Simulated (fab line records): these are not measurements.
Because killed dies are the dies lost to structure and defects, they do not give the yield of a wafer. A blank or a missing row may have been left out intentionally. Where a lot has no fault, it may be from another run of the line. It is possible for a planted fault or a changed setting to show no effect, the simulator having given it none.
Matching of chambers :: flow n5-finfet :: ald-sin-04 running N5_BEOL_M3_ALD_98: 4 sister chambers
The step deposits SiO2, target thk 2.5 nm, pulse time 1 s, co reactant pulse time 1 s. 4 wafers are shown with their chamber, then 10 later ones without.

== WAFERS WITH THEIR CHAMBER ==
wafer: L082.6
chamber: 0
heater-power-w (W): 75

wafer: L087.2
chamber: 1
heater-power-w (W): 85

wafer: L089.1
chamber: 2
heater-power-w (W): 79

wafer: L089.2
chamber: 3
heater-power-w (W): 63

== WAFERS MISSING THEIR CHAMBER ==
wafer: L089.3
heater-power-w (W): 87

wafer: L090.2
heater-power-w (W): 81

wafer: L090.3
heater-power-w (W): 64

wafer: L090.4
heater-power-w (W): 85

wafer: L091.2
heater-power-w (W): 81

wafer: L091.3
heater-power-w (W): 63

wafer: L091.5
heater-power-w (W): 87

wafer: L096.1
heater-power-w (W): 90

wafer: L096.3
heater-power-w (W): 64

wafer: L096.5
heater-power-w (W): 88

== THE CHAMBER EACH PASSED THROUGH ==
wafer: L089.3
from the rows above: 1
in truth: 1

wafer: L090.2
from the rows above: can't be placed: 2 or 1 or 0
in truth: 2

wafer: L090.3
from the rows above: 3
in truth: 3

wafer: L090.4
from the rows above: 1
in truth: 1

wafer: L091.2
from the rows above: can't be placed: 2 or 1 or 0
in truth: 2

wafer: L091.3
from the rows above: 3
in truth: 3

wafer: L091.5
from the rows above: 1
in truth: 1

wafer: L096.1
from the rows above: 1
in truth: 1

wafer: L096.3
from the rows above: 3
in truth: 3

wafer: L096.5
from the rows above: 1
in truth: 1
Correct placement for 8 of the 10. Not placeable from these rows: 2 (in 2, the candidates include the true chamber). Placed wrongly: 0.
How it was worked out, from the rows above alone: a wafer's distance from a chamber is the root of the sum, over the readings, of the square of ((its reading less the chamber's mean) divided by the reading's scatter). If the next closest chamber is less than 2 further off than the closest, the wafer can't be placed; otherwise it belongs to the closest. A chamber's mean is the mean of its shown wafers. The scatter: with one shown wafer a chamber, the root of the mean of the squares of how far each hidden wafer lies from its nearest shown one.
